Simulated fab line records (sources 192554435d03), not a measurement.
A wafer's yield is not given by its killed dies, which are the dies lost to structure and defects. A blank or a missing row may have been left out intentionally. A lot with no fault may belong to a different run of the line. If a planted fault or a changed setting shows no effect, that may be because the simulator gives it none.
What tool caused it? || flow n5_finfet || 10 lots with 30 wafers sampled at 5 steps, on a route of 1938 steps

WHAT THE GAUGES READ, wafer by wafer
N5_BEOL_M0_SAQP_CD_MEAS_14: the cd target is 42.5 nm.
{"lot": "L740", "measured": "day 5 22:17", "on": "cd_sem-01", "cd_nm (nm)": "42.7 42.3 42.4"}
{"lot": "L744", "measured": "day 6 18:30", "on": "cd_sem-03", "cd_nm (nm)": "45.6 45.0 44.7"}
{"lot": "L745", "measured": "day 6 21:57", "on": "cd_sem-01", "cd_nm (nm)": "44.4 45.2 45.5"}
{"lot": "L753", "measured": "day 9 01:31", "on": "cd_sem-01", "cd_nm (nm)": "42.9 42.3 43.0"}
{"lot": "L756", "measured": "day 9 15:36", "on": "cd_sem-03", "cd_nm (nm)": "42.9 41.8 42.6"}
{"lot": "L758", "measured": "day 10 08:43", "on": "cd_sem-01", "cd_nm (nm)": "42.4 42.5 43.2"}
{"lot": "L759", "measured": "day 10 10:41", "on": "cd_sem-02", "cd_nm (nm)": "42.6 42.3 42.4"}
{"lot": "L760", "measured": "day 11 00:15", "on": "cd_sem-03", "cd_nm (nm)": "42.9 43.0 42.7"}
{"lot": "L761", "measured": "day 11 06:26", "on": "cd_sem-03", "cd_nm (nm)": "42.5 42.8 42.0"}
{"lot": "L762", "measured": "day 11 07:17", "on": "cd_sem-02", "cd_nm (nm)": "41.7 43.0 42.7"}

WHAT TOOL EACH LOT RAN ON (gives the tool, then ch and the chambers of the sampled wafers, and finally the start)
{"lot": "L740", "N5_MOL_CONTACT_COAG_CMP_52": "cmp-03 ch 1,2,3, day 5 15:28", "N5_BEOL_M0_SAQP_ILD_DEP_01": "pecvd-01 ch 0,1,2, day 5 19:04", "N5_BEOL_M0_SAQP_HM_DEP_111": "pecvd-01 ch 0,2, day 5 21:50", "N5_BEOL_M0_SAQP_PEB_12": "litho_track-02 ch 0, day 5 22:13"}
{"lot": "L744", "N5_MOL_CONTACT_COAG_CMP_52": "cmp-04 ch 1,3, day 6 13:28", "N5_BEOL_M0_SAQP_ILD_DEP_01": "pecvd-01 ch 0,1, day 6 17:09", "N5_BEOL_M0_SAQP_HM_DEP_111": "pecvd-02 ch 0,1, day 6 18:11", "N5_BEOL_M0_SAQP_PEB_12": "litho_track-05 ch 0, day 6 18:26"}
{"lot": "L745", "N5_MOL_CONTACT_COAG_CMP_52": "cmp-04 ch 1,2,3, day 6 16:11", "N5_BEOL_M0_SAQP_ILD_DEP_01": "pecvd-01 ch 0,1,2, day 6 20:09", "N5_BEOL_M0_SAQP_HM_DEP_111": "pecvd-02 ch 0,2, day 6 21:29", "N5_BEOL_M0_SAQP_PEB_12": "litho_track-05 ch 0, day 6 21:53"}
{"lot": "L753", "N5_MOL_CONTACT_COAG_CMP_52": "cmp-02 ch 0,2,3, day 8 21:03", "N5_BEOL_M0_SAQP_ILD_DEP_01": "pecvd-02 ch 0,1,2, day 9 00:46", "N5_BEOL_M0_SAQP_HM_DEP_111": "pecvd-01 ch 0,1,2, day 9 01:11", "N5_BEOL_M0_SAQP_PEB_12": "litho_track-03 ch 0, day 9 01:26"}
{"lot": "L756", "N5_MOL_CONTACT_COAG_CMP_52": "cmp-03 ch 0,1, day 9 08:59", "N5_BEOL_M0_SAQP_ILD_DEP_01": "pecvd-01 ch 0,1, day 9 12:49", "N5_BEOL_M0_SAQP_HM_DEP_111": "pecvd-02 ch 0,1, day 9 15:09", "N5_BEOL_M0_SAQP_PEB_12": "litho_track-02 ch 0, day 9 15:32"}
{"lot": "L758", "N5_MOL_CONTACT_COAG_CMP_52": "cmp-03 ch 1,3, day 10 01:47", "N5_BEOL_M0_SAQP_ILD_DEP_01": "pecvd-04 ch 1,2, day 10 06:45", "N5_BEOL_M0_SAQP_HM_DEP_111": "pecvd-02 ch 0,1,2, day 10 08:17", "N5_BEOL_M0_SAQP_PEB_12": "litho_track-02 ch 0, day 10 08:39"}
{"lot": "L759", "N5_MOL_CONTACT_COAG_CMP_52": "cmp-03 ch 0,1,2, day 10 05:58", "N5_BEOL_M0_SAQP_ILD_DEP_01": "pecvd-01 ch 0,1,2, day 10 09:46", "N5_BEOL_M0_SAQP_HM_DEP_111": "pecvd-01 ch 0,1,2, day 10 10:14", "N5_BEOL_M0_SAQP_PEB_12": "litho_track-02 ch 0, day 10 10:37"}
{"lot": "L760", "N5_MOL_CONTACT_COAG_CMP_52": "cmp-02 ch 0,3, day 10 19:03", "N5_BEOL_M0_SAQP_ILD_DEP_01": "pecvd-04 ch 0,1,2, day 10 22:43", "N5_BEOL_M0_SAQP_HM_DEP_111": "pecvd-04 ch 0,2, day 10 23:56", "N5_BEOL_M0_SAQP_PEB_12": "litho_track-03 ch 0, day 11 00:11"}
{"lot": "L761", "N5_MOL_CONTACT_COAG_CMP_52": "cmp-03 ch 0,2,3, day 10 22:30", "N5_BEOL_M0_SAQP_ILD_DEP_01": "pecvd-04 ch 0,2, day 11 02:10", "N5_BEOL_M0_SAQP_HM_DEP_111": "pecvd-02 ch 0,1,2, day 11 06:07", "N5_BEOL_M0_SAQP_PEB_12": "litho_track-05 ch 0, day 11 06:22"}
{"lot": "L762", "N5_MOL_CONTACT_COAG_CMP_52": "cmp-04 ch 1,3, day 10 23:01", "N5_BEOL_M0_SAQP_ILD_DEP_01": "pecvd-04 ch 0,1, day 11 05:10", "N5_BEOL_M0_SAQP_HM_DEP_111": "pecvd-02 ch 0,1, day 11 06:50", "N5_BEOL_M0_SAQP_PEB_12": "litho_track-05 ch 0, day 11 07:13"}
- N5_MOL_CONTACT_COAG_CMP_52: polishes, stops on SiO2, t overpolish 1.5 s, target thk 66.5 nm.
- N5_BEOL_M0_SAQP_ILD_DEP_01: deposits SiOC from DEMS/O2, target thk 45.419 nm, time 8.7 s.
- N5_BEOL_M0_SAQP_HM_DEP_111: deposits SiO2 from SiH4/N2O, target thk 12 nm, time 7.2 s.
- N5_BEOL_M0_SAQP_PEB_12: peb time 60 s.

THE ANSWER, worked out from the rows above alone
Rule: the lots themselves supply what counts as usual. Put in order of their means at a reading, lots are off if they are a third of the lots or fewer, leave a main group of 4 or more, and stand apart from it by a gap of 3 or more times the standard deviation of the main group's means; of several such gaps the widest counts. The tables above print the reading to a certain number of digits; a main group whose means all agree to those digits is not used. A lot without any number at a reading at which 4 lots or more have one is off too. Any other lot the step has rows for is counted as sound.
Off: L744, L745 (N5_BEOL_M0_SAQP_CD_MEAS_14, cd_nm). Mean 42.6 nm and standard deviation 0.16 in the main group.
A tool fits if, at a process step before that reading, it ran every lot that is off, and no sound lot after the first of them. Gauges at N5_BEOL_M0_SAQP_CD_MEAS_14: tried the same way as those tools. None of those tried fits.

WHAT THE SIMULATOR HAD INSERTED
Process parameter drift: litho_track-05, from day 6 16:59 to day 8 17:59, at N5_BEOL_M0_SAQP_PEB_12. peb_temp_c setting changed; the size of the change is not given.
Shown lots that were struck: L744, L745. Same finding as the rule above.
